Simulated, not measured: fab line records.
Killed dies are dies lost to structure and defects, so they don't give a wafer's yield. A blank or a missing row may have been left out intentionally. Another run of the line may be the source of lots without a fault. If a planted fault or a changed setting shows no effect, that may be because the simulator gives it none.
fab line records | flow n5-finfet
record: lots: 9 wafers: 27 last-day: 17
route steps=1938 shown HKMG_FIN@455 GATE_CUT@465 BEOL_M4@1111 PASSIVATION@1936
lots with no fault: from the same line, run without faults
start-h: hours from the record's first day to the start of the lot's first wafer shown | wait-h: hours since the lot's step before | " identical to the entry in the row above | L1.1+2: one row covering several wafers at once | - value missing, or start not given | * or withheld: withheld | < > ~ a bound
route shown NAME@n: a module of which the file shows steps, and the number in the route of the first | usual: mean and standard deviation over wafers with no fault | same: alike in all rows | chamber/n: place in a boat | sites: the reading at each site | _std_site: standard deviation across them | _edge_site: inner sites' mean taken away from outer sites' mean | radius-mm: for every site, how far away it sits from the centre of the wafer | mask NAME#n: copy n | behind: tool/chamber where the wafer was last shaped | hold: the reason the lot was held/the length of the hold in hours/how it ended | device: transistor that didn't switch, given as n, p or np | end of line: tests of these same wafers at the route's end | where a step has no rows: the recipe by itself | killed: the dies lost at the first sort to structure and to defects; this is not the yield of the wafer | map: shows each die of a wafer: x if killed, . if not, _ if none is there
set.NAME: the setting that was run; set.NAME@STEP: the one run at that earlier step | model.NAME: the simulator's own value behind a step, which no gauge read
the route's steps for a sample of lots (tables are steps, rows are wafers)
services: a tool's chamber out of use, with start hour (start-h, from the record's first day; less than 0 if before it), hours out, and reason
== steps ==
step: N5_HKMG_FIN_STRIP_69
recipe: chemistry: N2/H2 power-w: 2500 temp-c: 300 h2-frac: 0.65 time-s: 360 pressure-mtorr: withheld n2-flow-sccm: 1750 h2-flow-sccm: 3250
usual: drypump-motor-current-A: 5.53/0.26 heater-power-w: 469/36
columns lot.wafer tool chamber start-h wait-h drypump-motor-current-A heater-power-w rf-hours-counter-h
L851.2 plasma-asher-02 1 89.18 0.1 5.34 499 39
L851.3 " 0 " " 5.35 485 -
L851.5 " 1 " " 5.35 502 -
L852.3 plasma-asher-01 1 94.60 0.3 6.03 418 -
L852.5 " 1 " " 6.02 418 -
L852.6 " 0 " " 5.68 427 -
L854.2 plasma-asher-02 1 109.38 0.1 5.35 515 42
L854.3 " 1 " " 5.34 498 -
L854.6 " 0 " " 5.35 486 -
L858.3 plasma-asher-01 1 135.41 0.3 6.03 410 -
L858.4 " 0 " " 5.75 439 -
L858.5 " 0 " " 5.75 433 -
L862.1 plasma-asher-02 1 160.83 0.1 5.35 504 52
L862.4 " 1 " " 5.36 501 -
L862.5 " 0 " " 5.35 475 -
L866.1 plasma-asher-02 1 184.16 0.1 5.36 502 56
L866.3 " 0 " " 5.35 473 -
L866.5 " 0 " " 5.37 487 -
L869.1 plasma-asher-02 1 204.39 0.1 5.36 502 60
L869.5 " 0 " " 5.37 486 -
L869.6 " 1 " " 5.36 489 -
L870.1 plasma-asher-02 0 208.45 0.1 5.36 498 61
L870.2 " 1 " " 5.35 505 61
L870.4 " 1 " " 5.34 506 -
L871.2 plasma-asher-01 0 217.42 0.1 5.66 422 97
L871.3 " 1 " " 6.06 406 -
L871.5 " 0 " " 5.71 436 -
step: N5_HKMG_FIN_CMP_23
recipe: stop-on: SiNx t-overpolish-s: 10 post-cmp-clean: rinse-only down-force-psi: 4 platen-rpm: 50.289 pad-velocity-m-s: 1.0006 target-thk-nm: 46.326
usual: motor-current-A: 12.3/0.96 overpolish-run-s: 10.001/0.0091 time-to-endpoint-s: 12.9/2.1
columns lot.wafer tool chamber start-h wait-h motor-current-A overpolish-run-s time-to-endpoint-s
L851.3 cmp-03 0 90.10 0.0 12.4 9.996 15.7
L851.2 " 3 " " 14.4 9.995 16.1
L851.5 " 1 " " 13.3 9.985 13.4
L852.3 cmp-01 3 95.40 0.0 13.2 9.995 15.2
L852.5 " 3 " " 12.4 9.990 17.0
L852.6 " 0 " " 10.9 9.991 15.9
L854.3 cmp-01 2 110.31 0.0 12.8 9.996 11.1
L854.2 " 3 " " 12.4 10.013 11.5
L854.6 " 3 " " 11.1 9.998 10.0
L858.3 cmp-01 2 136.21 0.0 11.9 10.004 13.8
L858.4 " 3 " " 11.9 9.994 12.3
L858.5 " 2 " " 12.1 10.002 12.4
L862.4 cmp-02 3 161.74 0.0 11.2 9.997 11.3
L862.1 " 0 " " 13.1 10.013 16.1
L862.5 " 3 " " 11.5 10.001 12.5
L866.1 cmp-02 2 185.08 0.0 11.4 9.994 9.9
L866.3 " 0 " " 12.3 10.003 11.0
L866.5 " 3 " " 12.0 9.993 7.2
L869.1 cmp-03 1 205.31 0.0 13.6 10.011 13.3
L869.6 " 1 " " 12.6 10.013 12.1
L869.5 " 2 " " 12.0 10.002 14.2
L870.2 cmp-01 1 209.45 0.1 12.0 10.002 12.7
L870.4 " 2 " " 12.0 9.986 12.8
L870.1 " 3 " " 11.6 10.012 12.6
L871.2 cmp-01 1 218.34 0.0 11.3 10.004 13.8
L871.3 " 3 " " 12.5 9.983 11.3
L871.5 " 1 " " 11.3 10.005 10.5
step: N5_HKMG_FIN_CMP_94
recipe: stop-on: SiNx post-cmp-clean: w-dilute-nh4oh t-overpolish-s: 4.7 down-force-psi: 4 platen-rpm: 50.289 pad-velocity-m-s: 1.0006 target-thk-nm: 43.299
usual: motor-current-A: 12.3/1.1
columns lot.wafer tool chamber start-h wait-h motor-current-A
L851.3 cmp-03 0 90.58 0.4 12.0
L851.2 " 3 " " 15.4
L851.5 " 1 " " 13.5
L852.3 cmp-01 3 95.88 0.4 11.8
L852.5 " 3 " " 12.3
L852.6 " 0 " " 11.7
L854.3 cmp-01 2 110.79 0.4 12.5
L854.2 " 3 " " 12.0
L854.6 " 3 " " 11.5
L858.3 cmp-01 2 136.69 0.4 12.3
L858.4 " 3 " " 11.4
L858.5 " 2 " " 12.9
L862.4 cmp-02 3 162.22 0.4 11.6
L862.1 " 0 " " 12.6
L862.5 " 3 " " 11.1
L866.1 cmp-02 2 185.56 0.4 11.6
L866.3 " 0 " " 12.0
L866.5 " 3 " " 11.1
L869.1 cmp-03 1 205.79 0.4 13.1
L869.6 " 1 " " 13.0
L869.5 " 2 " " 12.6
L870.2 cmp-01 1 209.88 0.3 11.6
L870.4 " 2 " " 12.3
L870.1 " 3 " " 11.6
L871.2 cmp-01 1 218.82 0.4 10.8
L871.3 " 3 " " 12.2
L871.5 " 1 " " 10.5
step: N5_HKMG_FIN_INSPECT_28
recipe: inspect-instrument: darkfield mode: post-cmp
usual: raw-defect-count: 41/17
columns lot.wafer tool chamber start-h wait-h raw-defect-count
L851.2 defect-inspect-02 - 90.81 0.0 36
L851.3 " - " " 46
L851.5 " - " " 22
L852.3 defect-inspect-02 - 96.11 0.0 36
L852.5 " - " " 52
L852.6 " - " " 60
L854.2 defect-inspect-02 - 111.02 0.0 58
L854.3 " - " " 52
L854.6 " - " " 44
L858.3 defect-inspect-02 - 136.92 0.0 29
L858.4 " - " " 34
L858.5 " - " " 70
L862.1 defect-inspect-02 - 162.45 0.0 15
L862.4 " - " " 33
L862.5 " - " " 12
L866.1 defect-inspect-01 - 185.79 0.0 764
L866.3 " - " " 23
L866.5 " - " " 21
L869.1 defect-inspect-02 - 206.02 0.0 32
L869.5 " - " " 40
L869.6 " - " " 45
L870.1 defect-inspect-01 - 210.08 0.0 56
L870.2 " - " " 46
L870.4 " - " " 23
L871.2 defect-inspect-01 - 219.05 0.0 20
L871.3 " - " " 32
L871.5 " - " " 30
step: N5_GATE_CUT_ETCHBACK_00
recipe: chemistry: SF6/Cl2 target: W pressure-mtorr: 8 icp-w: 900 bias-w: 80 SF6_flow_sccm: 40 Cl2_flow_sccm: 60
usual: drypump-motor-current-A: 5.9/0.35 oes-product-au: 0.73/0.072 throttle-valve-pct: 27.61/0.22
columns lot.wafer tool chamber start-h wait-h drypump-motor-current-A oes-product-au rf-hours-counter-h throttle-valve-pct
L851.2 rie-metal-03 0 90.84 0.0 5.9 0.86 22 27.63
L851.3 " 0 " " 5.9 0.85 - 27.62
L851.5 " 0 " " 5.9 0.86 - 27.63
L852.3 rie-metal-01 1 96.22 0.1 5.9 0.74 - 27.25
L852.5 " 1 " " 5.9 0.73 - 27.26
L852.6 " 1 " " 5.9 0.74 - 27.26
L854.2 rie-metal-03 0 111.06 0.0 5.9 0.85 24 27.62
L854.3 " 0 " " 5.9 0.85 - 27.62
L854.6 " 1 " " 6.4 0.72 - 27.61
L858.3 rie-metal-03 1 136.99 0.1 6.4 0.72 - 27.63
L858.4 " 0 " " 5.9 0.85 - 27.62
L858.5 " 0 " " 5.9 0.84 - 27.65
L862.1 rie-metal-01 0 162.49 0.0 6.1 0.64 105 27.87
L862.4 " 0 " " 6.1 0.63 - 27.85
L862.5 " 0 " " 6.1 0.64 - 27.88
L866.1 rie-metal-03 1 185.82 0.0 6.4 0.71 82 27.62
L866.3 " 0 " " 5.8 0.83 - 27.63
L866.5 " 1 " " 6.4 0.71 - 27.64
L869.1 rie-metal-01 0 206.06 0.0 6.1 0.63 110 27.88
L869.5 " 0 " " 6.1 0.63 - 27.88
L869.6 " 1 " " 5.9 0.72 - 27.28
L870.1 rie-metal-01 0 210.11 0.0 6.1 0.62 110 27.86
L870.2 " 1 " " 5.9 0.71 77 27.29
L870.4 " 0 " " 6.1 0.62 - 27.88
L871.2 rie-metal-02 1 219.13 0.1 5.1 0.72 - 27.87
L871.3 " 1 " " 5.1 0.72 - 27.86
L871.5 " 1 " " 5.1 0.72 - 27.86
step: N5_BEOL_M4_RC_MEAS_101
usual: DIBL_N: 35.9/1.8 DIBL_P: 36.2/2 IOFF_N: 0.16/0.031 IOFF_P: 0.22/0.041 ION_N: 676/11 ION_P: 465/8.5 SS_N: 71.4/0.64 SS_P: 73.2/0.7 VT_N: 250/3.5 VT_P: -250/3.9
columns lot.wafer tool chamber start-h wait-h DIBL_N[mV/V] DIBL_P[mV/V] IOFF_N[nA/um] IOFF_P[nA/um] ION_N[uA/um] ION_P[uA/um] SS_N[mV/dec] SS_P[mV/dec] VT_N[mV] VT_P[mV]
L851.2 prober-02 0 182.35 0.2 36.6 35.9 0.17 0.19 673 449 71.5 73.4 250 -251
L851.3 " 0 " " 33.5 32.5 0.11 0.15 657 450 70.8 71.8 252 -254
L851.5 " 0 " " 35.1 35.4 0.15 0.18 676 457 71.1 72.0 250 -251
L852.3 prober-02 0 189.02 0.3 32.6 34.6 0.12 0.18 668 462 70.5 72.7 254 -248
L852.5 " 0 " " 29.3 29.7 0.08 0.12 652 450 70.0 71.0 260 -254
L852.6 " 0 " " 34.5 34.9 0.14 0.18 655 451 71.0 71.9 252 -251
L854.2 prober-02 0 214.88 0.2 35.2 35.6 0.13 0.18 658 448 72.0 73.5 252 -258
L854.3 " 0 " " 36.6 37.7 0.16 0.22 671 462 72.2 73.9 248 -254
L854.6 " 0 " " 34.1 34.7 0.12 0.16 672 462 71.5 73.3 252 -255
L858.3 prober-01 0 218.98 0.3 36.3 36.6 0.16 0.25 678 470 70.6 73.6 247 -242
L858.4 " 0 " " 36.3 36.9 0.16 0.26 673 465 71.3 72.8 249 -245
L858.5 " 0 " " 36.5 36.9 0.16 0.25 688 477 71.2 72.9 249 -246
L862.1 prober-01 0 252.03 0.0 34.1 35.4 0.15 0.19 672 461 70.4 73.0 250 -252
L862.4 " 0 " " 33.9 34.9 0.13 0.18 663 459 71.3 72.6 251 -253
L862.5 " 0 " " 32.4 33.7 0.12 0.16 674 463 70.7 72.8 251 -255
L866.1 prober-01 0 269.86 0.0 37.3 38.5 0.21 0.24 689 464 72.4 74.3 245 -249
L866.3 " 0 " " 36.9 37.9 0.20 0.23 689 468 71.9 74.2 244 -251
L866.5 " 0 " " 38.6 39.0 0.22 0.24 691 463 71.9 74.4 246 -250
L869.1 prober-01 0 292.51 0.0 36.6 37.1 0.16 0.25 684 476 71.8 72.6 248 -247
L869.5 " 0 " " 37.2 37.5 0.16 0.26 673 470 71.3 73.7 251 -247
L869.6 " 0 " " 38.2 39.3 0.21 0.30 702 484 71.5 73.6 244 -246
L870.1 prober-01 0 303.26 0.0 36.2 34.7 0.17 0.22 680 459 71.8 73.0 247 -251
L870.2 " 0 " " 34.7 33.7 0.14 0.20 669 466 71.2 72.9 249 -251
L870.4 " 0 " " 34.8 33.1 0.15 0.19 662 458 71.2 71.8 250 -250
L871.2 prober-02 0 308.80 0.2 35.1 35.2 0.14 0.21 684 470 71.1 72.6 247 -248
L871.3 " 0 " " 37.9 37.1 0.18 0.24 691 473 71.3 74.2 248 -248
L871.5 " 0 " " 37.0 36.8 0.16 0.24 678 470 71.6 73.5 248 -248
step: N5_PASSIVATION_PROBE_49
usual: defect-limited-yield: 91.3/1.3 killed_at_M0_to_M3: 35/9.3 killed_at_M4_up: 14/5.2 killed-at-contacts: 12/5.9 killed-at-front-end: 38/11 killed-at-other: 4/3.7 killed-dies: 103/15 killed-on-rim: 14/4 killed-open: 67/12 killed-short: 34/8 sort_bin_5_function: 5.1/0.88 sort_bin_6_memory: 3.3/0.65 sort-n-pass: 1077/15 sort-yield-pct: 91.3/1.3
same: gross-dies: 1180 killed-at-back-side: 0 sort_bin_4_leakage[%]: 0 sort_bin_8_speed[%]: 0
columns lot.wafer tool chamber start-h wait-h defect-limited-yield[%] killed_at_M0_to_M3 killed_at_M4_up killed-at-contacts killed-at-front-end killed-at-other killed-dies killed-on-rim killed-open killed-short sort_bin_5_function[%] sort_bin_6_memory[%] sort-n-pass sort-yield-pct[%]
L862.1 prober-01 - 380.60 0.0 91.0 31 15 4 52 4 106 13 76 29 5.5 3.2 1074 91.0
L862.4 prober-01 - 380.75 0.2 92.4 21 23 9 37 0 90 14 67 23 4.0 3.6 1090 92.4
L866.1 prober-01 - 384.54 0.0 48.8 41 5 4 553 1 604 72 38 35 32.5 15.1 576 48.8
L866.3 prober-01 - 384.64 0.1 91.4 19 19 15 42 7 102 11 57 41 4.8 3.3 1078 91.4
L866.5 prober-01 - 384.74 0.2 91.6 24 7 19 44 5 99 14 58 41 5.5 2.2 1081 91.6
killed by level:class
L862.1 STI_FIN_REVEAL:geometric-particle:open=14 FIN_SAQP:geometric-particle:open=11 FIN_SAQP:geometric-particle:short=9 BEOL_M3:geometric-particle:open=8 BEOL_M1:geometric-particle:open=8 GATE_CUT:geometric-particle:open=6 BEOL_M0_SAQP:geometric-particle:open=5 BEOL_M0_SAQP:geometric-particle:short=4
L862.4 BEOL_M4:geometric-particle:open=11 STI_FIN_REVEAL:geometric-particle:open=7 MOL_CONTACT_COAG:geometric-particle:open=7 BEOL_M0_SAQP:geometric-particle:open=7 BEOL_M2:geometric-particle:open=6 FIN_SAQP:geometric-particle:open=5 GATE_CUT:geometric-particle:open=5 GATE_CUT:geometric-particle:short=4
L866.1 HKMG_FIN:unspecified=529 FIN_SAQP:geometric-particle:short=14 BEOL_M0_SAQP:geometric-particle:open=13 BEOL_M0_SAQP:geometric-particle:short=8 BEOL_M1:geometric-particle:short=5 BEOL_M1:geometric-particle:open=5 BEOL_M2:geometric-particle:open=4 MOL_CONTACT_COAG:geometric-particle:open=3
L866.3 MOL_CONTACT_COAG:geometric-particle:open=14 FIN_SAQP:geometric-particle:short=10 BEOL_M0_SAQP:geometric-particle:open=7 BEOL_M4:geometric-particle:open=6 GATE_CUT:geometric-particle:short=6 BEOL_M0_SAQP:geometric-particle:short=4 BEOL_M4:geometric-particle:short=4 STARTING-WAFER:geometric-particle:short=4
L866.5 MOL_CONTACT_COAG:geometric-particle:open=17 FIN_SAQP:geometric-particle:open=15 FIN_SAQP:geometric-particle:short=9 BEOL_M1:geometric-particle:open=7 BEOL_M0_SAQP:geometric-particle:short=6 GATE_CUT:geometric-particle:open=6 BEOL_M0_SAQP:geometric-particle:open=6 GATE_CUT:geometric-particle:short=5
== services ==
columns tool chamber start-h hours kind
cmp-01 - 66.62 1.7 repair
rie-metal-01 1 71.08 5.0 repair
cmp-02 - 74.21 4.6 pm
cmp-02 - 79.54 1.6 repair
rie-metal-02 1 88.29 5.3 repair
rie-metal-01 0 92.80 5.8 repair
rie-metal-03 - 94.20 1.7 repair
cmp-02 - 122.65 1.1 repair
rie-metal-03 0 133.50 1.7 repair
cmp-02 - 141.44 0.3 repair
cmp-01 - 145.89 1.5 repair
rie-metal-03 1 153.81 8.6 repair
rie-metal-03 - 174.36 2.8 pm
rie-metal-02 - 176.93 2.8 pm
plasma-asher-02 - 180.79 0.7 repair
rie-metal-02 0 181.74 5.7 repair
rie-metal-02 1 183.45 6.3 repair
cmp-01 - 189.89 0.5 repair
cmp-01 - 193.71 0.6 repair
rie-metal-03 - 195.21 10.0 pm
cmp-03 - 198.46 2.4 repair
cmp-01 - 207.65 1.6 repair
rie-metal-03 - 209.18 0.2 repair
cmp-02 - 210.90 4.0 pm
== key ==
first-sign: step: N5_HKMG_FIN_INSPECT_28 reading: raw-defect-count direction: up sigmas: 42 usual: 41 struck: 764
effect: step: N5_PASSIVATION_PROBE_49 reading: killed-at-front-end direction: up sigmas: 49 usual: 38 struck: 553
more-kills-born-at: N5_HKMG_FIN_CMP_94@cmp-02: 528
met-at N5_HKMG_FIN_CMP_94
struck-lots L866
struck-wafers L866.1
not-acting-at N5_HKMG_FIN_STRIP_69,N5_HKMG_FIN_CMP_23,N5_GATE_CUT_ETCHBACK_00
fault: kind: chamber-particle-source tool: cmp-02 chamber: 2 onset-h: 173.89 steps: N5_HKMG_FIN_CMP_94 rate-per-visit-cm2: 1.1387 end-h: 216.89
